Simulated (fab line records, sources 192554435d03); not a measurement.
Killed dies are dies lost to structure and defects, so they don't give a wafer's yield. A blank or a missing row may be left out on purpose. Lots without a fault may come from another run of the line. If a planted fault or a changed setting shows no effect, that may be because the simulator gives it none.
The tool behind it: which one? ; flow n5Finfet ; 8 lots, 24 wafers sampled, at 4 steps of a route of 1938

== WHAT THE GAUGES READ, wafer by wafer ==
N5_STI_FIN_REVEAL_CD_MEAS_22: target cd 6.238 nm, pitch 28 nm.
lot;measured;on;cdNm (nm)
L886;day 2 20:07;cdSem-02;6.4 6.1 6.6
L895;day 5 01:01;cdSem-02;6.2 6.1 6.5
L897;day 5 13:45;cdSem-01;6.2 6.5 6.6
L899;day 6 00:53;cdSem-03;8.0 7.9 8.6
L900;day 6 07:04;cdSem-03;7.7 7.6 7.9
L901;day 6 12:04;cdSem-01;6.7 6.8 6.6
L902;day 6 20:29;cdSem-03;5.9 6.1 6.3
L906;day 7 19:52;cdSem-02;6.3 6.3 6.6

== EACH LOT AND THE TOOL THAT RAN IT (in order: tool; ch and the chambers of the sampled wafers; start) ==
lot;N5_FIN_CUT_DESCUM_13;N5_FIN_CUT_STRIP_24;N5_STI_FIN_REVEAL_ETCH_34
L886;rieDiel-06 ch 0,1,2, day 2 09:52;rieDiel-06 ch 0,1,2, day 2 10:17;rieSi-05 ch 0,1, day 2 19:29
L895;rieDiel-02 ch 1,2,3, day 4 15:16;rieDiel-02 ch 1,2,3, day 4 15:41;rieSi-03 ch 1,2,3, day 5 00:25
L897;rieDiel-04 ch 1,3, day 5 04:02;rieDiel-04 ch 1,3, day 5 04:26;rieSi-03 ch 1,2,3, day 5 13:10
L899;rieDiel-04 ch 1,3, day 5 15:22;rieDiel-04 ch 1,3, day 5 15:47;rieSi-03 ch 0,2,3, day 6 00:18
L900;rieDiel-06 ch 1,2,3, day 5 21:28;rieDiel-06 ch 1,2,3, day 5 21:53;rieSi-03 ch 1,2,3, day 6 06:28
L901;rieDiel-04 ch 0,1, day 6 02:29;rieDiel-04 ch 0,1, day 6 02:53;rieSi-03 ch 0,2,3, day 6 11:29
L902;rieDiel-04 ch 0,3, day 6 08:24;rieDiel-04 ch 0,3, day 6 08:49;rieSi-04 ch 1,2, day 6 19:53
L906;rieDiel-02 ch 1,2, day 7 10:16;rieDiel-02 ch 1,2, day 7 10:41;rieSi-04 ch 0,1,3, day 7 19:14
- N5_FIN_CUT_DESCUM_13: chemistry O2, time 7 s.
- N5_FIN_CUT_STRIP_24: strips in CF4.
- N5_STI_FIN_REVEAL_ETCH_34: etches Si in H2, material Si, target depth 0.97 nm.

== THE ANSWER, worked out from the rows above alone ==
Rule: the usual values come from the lots themselves. The widest of any qualifying gaps counts: lots, ordered by their means at a reading, are off when they make up no more than a third of the lots, leave a main group of 4 or more, and stand apart from it by 3 or more times the standard deviation of that group's means. A main group whose means are all the same, to the digits that the tables above print for the reading, isn't used. Also off: a lot with no number at a reading for which 4 or more lots have one. All remaining lots with rows at the step are treated as sound.
Off at N5_STI_FIN_REVEAL_CD_MEAS_22 (cdNm): L899, L900. The main group: mean 6.4 nm, standard deviation 0.18.
A tool fits if, at a process step before that reading, it ran every lot that is off, and no sound lot after the first of them. Gauges at N5_STI_FIN_REVEAL_CD_MEAS_22: tried the same way as those tools. No candidate that was tried fits.

== WHAT WAS PUT IN BY THE SIMULATOR ==
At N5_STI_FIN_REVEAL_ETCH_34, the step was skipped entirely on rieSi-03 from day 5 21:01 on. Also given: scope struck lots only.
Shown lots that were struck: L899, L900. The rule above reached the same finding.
